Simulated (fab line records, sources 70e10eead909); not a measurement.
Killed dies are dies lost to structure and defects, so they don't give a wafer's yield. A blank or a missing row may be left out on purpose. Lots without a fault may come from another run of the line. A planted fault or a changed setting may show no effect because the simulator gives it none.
fab line records | flow nand_harc
record lots=7 wafers=20 last_day=24
route steps=1159 shown P_GATE@133
lots that met no fault: from a run of the same line without faults
start_h: hours from the record's first day to the start of the lot's first wafer shown | wait_h: hours since the lot's step before | " the same as in the row above | L1.1+2: a row that stands for several wafers | - no value, or no start given | * or withheld: withheld | < > ~ a bound
route shown NAME@n: a module of which the file shows steps, and the number in the route of the first | usual: mean/standard deviation of fault-free wafers | same: alike in all rows | chamber/n: place in a boat | sites: the reading at each site | _std_site: their standard deviation | _edge_site: outer sites' mean less inner sites' | radius_mm: how far each site lies from the wafer's centre | mask NAME#n: copy n | behind: the tool/chamber that last shaped the wafer | hold: why the lot was held/for how many hours/how that ended | device: the transistor (n, p or np) that didn't switch | end of line: the same wafers' tests at the end of the route | a step without rows: its recipe alone | killed: dies lost to structure and defects at the first sort, not the wafer's yield | map: a wafer's dies, x killed, . not, _ none there
set.NAME: the setting as run; set.NAME@STEP: as run at that earlier step | model.NAME: the simulator's own value behind a step, which no gauge read
lots at some steps of the route; a table a step, a row a wafer
services: from which hour (start_h, from the record's first day; less than 0 if before it) a tool's chamber was out of use, for how many hours, and why
## steps
# step NHARC_P_GATE_DEHYDRATE_18
# recipe temp_c=150 time_s=120
# step NHARC_P_GATE_HMDS_19
# recipe time_s=30
# step NHARC_P_GATE_COAT_20
# recipe spin_rpm=1500 resist_thk_nm=90
# step NHARC_P_GATE_SOFTBAKE_21
# recipe temp_c=105 time_s=55
# step NHARC_P_GATE_EBR_22
# step NHARC_P_GATE_EXPOSE_23
# recipe na=1.35 target_cd_nm=120 dose_mj=93.91 mask_id=P_GATE
# step NHARC_P_GATE_PEB_24
# recipe peb_temp_c=100 peb_time_s=65
# step NHARC_P_GATE_DEVELOP_25
# recipe develop_time_s=35 dev_temp_c=23
# step NHARC_P_GATE_CD_MEAS_26
# recipe target_cd_nm=120 landing_energy_ev=500
# usual cd_nm=120.2/0.6
# columns lot.wafer tool chamber start_h wait_h cd_nm
L318.2 cd_sem-02 0 89.27 - 120.0
L318.3 " 0 " " 120.2
L318.5 " 0 " " 120.6
L317.3 cd_sem-03 0 89.42 - 119.3
L317.5 " 0 " " 119.7
L317.6 " 0 " " 121.7
L329.1 cd_sem-02 0 165.45 - 120.3
L329.3 " 0 " " 120.6
L331.1 cd_sem-01 0 178.26 - 120.0
L331.3 " 0 " " 120.0
L331.6 " 0 " " 120.0
L332.2 cd_sem-03 0 185.02 - 120.3
L332.3 " 0 " " 121.1
L332.6 " 0 " " 119.2
L335.1 cd_sem-02 0 197.49 - 120.1
L335.2 " 0 " " 120.6
L335.5 " 0 " " 120.3
L340.1 cd_sem-01 0 227.64 - 119.8
L340.2 " 0 " " 119.4
L340.4 " 0 " " 119.4
# step NHARC_P_GATE_OVL_MEAS_27
# usual overlay_x_nm=0.1/0.81 overlay_y_nm=-0.1/0.85
# columns lot.wafer tool chamber start_h wait_h overlay_x_nm overlay_y_nm
L318.2 overlay-02 - 89.35 - -1.2 -1.4
L318.3 " - " " -0.7 -1.0
L318.5 " - " " -0.4 -1.4
L317.3 overlay-01 - 89.51 - 0.8 0.6
L317.5 " - " " 0.2 0.5
L317.6 " - " " 0.0 1.4
L329.1 overlay-01 - 165.54 - 0.7 -0.5
L329.3 " - " " 0.5 -0.1
L331.1 overlay-02 - 178.35 - 1.1 0.6
L331.3 " - " " 0.8 0.4
L331.6 " - " " 1.0 0.9
L332.2 overlay-01 - 185.10 - 0.0 0.2
L332.3 " - " " -0.1 0.1
L332.6 " - " " 0.3 0.1
L335.1 overlay-01 - 197.58 - 0.1 1.6
L335.2 " - " " -0.3 1.8
L335.5 " - " " -0.1 1.6
L340.1 overlay-01 - 227.73 - 0.3 -0.7
L340.2 " - " " -0.3 -0.7
L340.4 " - " " 0.1 -0.5
# step NHARC_P_GATE_INSPECT_28
# usual raw_defect_count=6/3.1
# columns lot.wafer tool chamber start_h wait_h raw_defect_count
L318.2 defect_inspect-02 - 89.39 0.0 6
L318.3 " - " " 9
L318.5 " - " " 7
L317.3 defect_inspect-02 - 89.54 0.0 3
L317.5 " - " " 4
L317.6 " - " " 7
L329.1 defect_inspect-01 - 165.58 0.0 6
L329.3 " - " " 5
L331.1 defect_inspect-02 - 178.38 0.0 10
L331.3 " - " " 7
L331.6 " - " " 6
L332.2 defect_inspect-01 - 185.14 0.0 7
L332.3 " - " " 3
L332.6 " - " " 4
L335.1 defect_inspect-02 - 197.62 0.0 7
L335.2 " - " " 3
L335.5 " - " " 5
L340.1 defect_inspect-01 - 227.78 0.1 6
L340.2 " - " " 4
L340.4 " - " " 4
# step NHARC_P_GATE_DESCUM_31
# recipe time_s=3 o2_flow_sccm=200 ar_flow_sccm=0 bias_power_w=0 chemistry=O2
# usual drypump_motor_current_A=5.6/0.43 oes_product_au=1.003/0.0076 rf_vpp_V=57.9/0.87 showerhead_plenum_p_Torr=1.94/0.079 throttle_valve_pct=11.313/0.0086
# columns lot.wafer tool chamber start_h wait_h drypump_motor_current_A oes_product_au rf_hours_counter_h rf_vpp_V showerhead_plenum_p_Torr throttle_valve_pct
L318.2 rie_diel-11 1 89.47 0.1 5.7 1.006 14 59.8 2.00 11.305
L318.3 " 2 " " 5.4 1.017 14 56.7 2.01 11.317
L318.5 " 3 " " 5.6 0.999 - 59.3 2.05 11.328
L317.3 rie_diel-06 0 89.63 0.1 5.6 0.995 8 58.1 1.80 11.315
L317.5 " 1 " " 6.0 0.997 - 58.2 1.88 11.312
L317.6 " 2 " " 5.0 1.003 - 59.5 1.98 11.305
L329.1 rie_diel-11 3 165.73 0.1 5.6 0.999 28 57.5 2.05 11.308
L329.3 " 1 " " 5.7 1.003 27 57.2 2.00 11.317
L331.3 rie_diel-11 2 178.45 0.1 5.4 1.000 30 57.3 2.00 11.318
L331.1 " 3 " " 5.6 1.001 30 56.3 2.05 11.304
L331.6 " 2 " " 5.4 0.995 - 58.2 2.00 11.306
L332.3 rie_diel-11 0 185.20 0.1 5.1 1.009 26 57.6 1.81 11.317
L332.2 " 1 " " 5.7 1.004 29 57.0 2.00 11.316
L332.6 " 0 " " 5.1 1.017 - 56.6 1.81 11.320
L335.2 rie_diel-09 0 197.69 0.1 4.8 1.004 39 58.4 1.91 11.320
L335.1 " 1 " " 5.7 1.005 39 56.9 1.96 11.313
L335.5 " 3 " " 6.4 0.999 - 59.6 1.96 11.322
L340.2 rie_diel-09 0 227.84 0.1 4.8 1.014 51 57.4 1.91 11.310
L340.1 " 1 " " 5.8 1.005 51 58.1 1.95 11.307
L340.4 " 3 " " 6.4 1.007 48 57.6 1.95 11.302
# step NHARC_P_GATE_ETCH_104
# recipe target_depth_a=600 time_s=withheld cf4_flow_sccm=100 chf3_flow_sccm=30 ar_flow_sccm=0 rf_w=500 bias_w=200 chemistry=CF4/CHF3
# usual drypump_motor_current_A=5.6/0.41 oes_product_au=0.949/0.02 rf_vpp_V=371.6/2.1 showerhead_plenum_p_Torr=1.60/0.059 throttle_valve_pct=16.801/0.0097
# columns lot.wafer tool chamber start_h wait_h drypump_motor_current_A oes_product_au rf_vpp_V showerhead_plenum_p_Torr throttle_valve_pct model.P_GATE.cd_nm
L318.3 rie_diel-11 1 89.54 0.1 5.7 0.930 372.9 1.64 16.795 120.4
L318.2 " 2 " " 5.4 0.932 373.7 1.65 16.808 119.8
L318.5 " 1 " " 5.7 0.919 373.9 1.64 16.805 121.4
L317.3 rie_diel-06 1 89.74 0.1 6.0 0.939 369.6 1.55 16.779 120.2
L317.6 " 1 " " 6.0 0.934 369.0 1.55 16.814 121
L317.5 " 2 " " 5.0 0.948 373.6 1.63 16.789 119.9
L329.1 rie_diel-11 1 165.82 0.1 5.7 0.674 372.9 1.64 16.796 122.4
L329.3 " 2 " " 5.4 0.948 372.1 1.64 16.808 120.8
L331.3 rie_diel-11 1 178.53 0.1 5.7 0.982 371.6 1.64 16.804 119.8
L331.1 " 3 " " 5.6 0.684 373.8 1.68 16.803 121.2
L331.6 " 1 " " 5.7 0.685 371.7 1.64 16.806 120.9
L332.2 rie_diel-11 0 185.29 0.1 5.1 0.945 365.6 1.49 16.808 120.3
L332.3 " 1 " " 5.7 0.947 372.4 1.64 16.789 120.8
L332.6 " 2 " " 5.4 0.683 371.7 1.64 16.803 120.1
L335.2 rie_diel-09 0 197.81 0.1 4.8 0.955 370.6 1.57 16.813 121.6
L335.1 " 3 " " 6.3 0.933 371.7 1.61 16.800 120.6
L335.5 " 0 " " 4.8 0.944 371.7 1.57 16.786 120.5
L340.1 rie_diel-09 0 227.93 0.1 4.8 0.971 370.5 1.57 16.798 119.6
L340.2 " 2 " " 6.2 0.991 371.8 1.61 16.815 119.8
L340.4 " 3 " " 6.3 0.984 371.1 1.60 16.796 118
# step NHARC_P_GATE_HM_OPEN_105
# recipe target_depth_a=3600 o2_flow_sccm=400 cos_flow_sccm=20 ar_flow_sccm=0 rf_w=500 bias_w=300 chemistry=O2/COS
# usual drypump_motor_current_A=5.6/0.43 oes_product_au=1.003/0.0072 rf_vpp_V=468.1/2.7 showerhead_plenum_p_Torr=3.17/0.12 throttle_valve_pct=28.330/0.0084
# columns lot.wafer tool chamber start_h wait_h drypump_motor_current_A oes_product_au rf_hours_counter_h rf_vpp_V showerhead_plenum_p_Torr throttle_valve_pct
L318.3 rie_diel-11 3 - - 5.6 1.003 14 473.1 3.34 28.323
L318.2 " 0 " " 5.1 1.002 10 464.7 2.97 28.354
L318.5 " 2 " " 5.4 0.997 - 470.2 3.27 28.321
L317.3 rie_diel-06 1 - - 6.1 0.996 8 466.0 3.07 28.317
L317.5 " 0 " " 5.7 0.996 - 463.5 2.95 28.340
L317.6 " 1 " " 6.0 0.997 - 465.7 3.07 28.334
L329.1 rie_diel-11 2 - - 5.4 1.003 28 468.7 3.26 28.317
L329.3 " 3 " " 5.6 0.991 28 472.4 3.33 28.321
L331.1 rie_diel-11 3 - - 5.6 1.000 30 470.1 3.33 28.320
L331.3 " 1 " " 5.8 1.007 28 471.7 3.25 28.327
L331.6 " 2 " " 5.4 0.993 - 470.5 3.26 28.326
L332.2 rie_diel-11 0 - - 5.1 1.014 26 464.9 2.96 28.338
L332.3 " 2 " " 5.4 1.005 31 471.0 3.26 28.332
L332.6 " 0 " " 5.1 1.011 - 464.0 2.96 28.342
L335.1 rie_diel-09 0 - - 4.8 1.011 39 466.3 3.12 28.337
L335.2 " 2 " " 6.2 1.003 36 468.1 3.20 28.330
L335.5 " 0 " " 4.8 1.004 - 467.2 3.12 28.339
L340.1 rie_diel-09 1 - - 5.7 0.995 51 466.2 3.18 28.336
L340.4 " 2 " " 6.2 0.997 48 468.5 3.19 28.331
L340.2 " 0 " " 4.8 0.999 51 468.2 3.12 28.329
## services
# columns tool chamber start_h hours kind
rie_diel-11 0 70.68 - clean
rie_diel-11 1 70.68 - clean
rie_diel-11 2 70.68 - clean
rie_diel-11 3 70.68 - clean
rie_diel-09 - 77.11 9.0 pm
rie_diel-11 0 95.18 - clean
rie_diel-11 1 95.18 - clean
rie_diel-11 2 95.18 - clean
rie_diel-11 3 95.18 - clean
rie_diel-06 0 101.13 2.3 repair
rie_diel-09 - 106.78 0.4 repair
rie_diel-11 0 119.69 - clean
rie_diel-11 1 119.69 - clean
rie_diel-11 2 119.69 - clean
rie_diel-11 3 119.69 - clean
rie_diel-09 - 139.59 0.7 repair
rie_diel-11 0 144.19 - clean
rie_diel-11 1 144.19 - clean
rie_diel-11 2 144.19 - clean
rie_diel-11 3 144.19 - clean
rie_diel-06 3 166.94 16.7 repair
rie_diel-11 - 189.50 9.0 pm
rie_diel-11 - 210.24 0.9 repair
rie_diel-09 - 214.98 1.6 repair
## key
first_sign step=NHARC_P_GATE_ETCH_104 reading=oes_product_au direction=down sigmas=14 usual=0.949 struck=0.682
effect none on later readings
model_effect step=NHARC_P_GATE_ETCH_104 value=P_GATE.cd_nm without=119.7 struck=121.1
met_at NHARC_P_GATE_ETCH_104
struck_wafers L329.1,L331.1,L331.6,L332.6
tester_left_out L329,L331,L332
onset_between 89.54 165.82
fault kind=process_parameter_drift tool=rie_diel-11 chamber=- onset_h=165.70 steps=NHARC_P_GATE_ETCH_104 channel=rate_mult offset=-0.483 shape=step end_h=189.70 scope=struck_wafers_only
# tester_left_out: of these lots the tester's yield and bins aren't shown, on N5 and GAA mostly nor the transistor test; their killed dies are dies lost to structure and defects alone, not to doping, threshold or leakage, so they don't give the yield
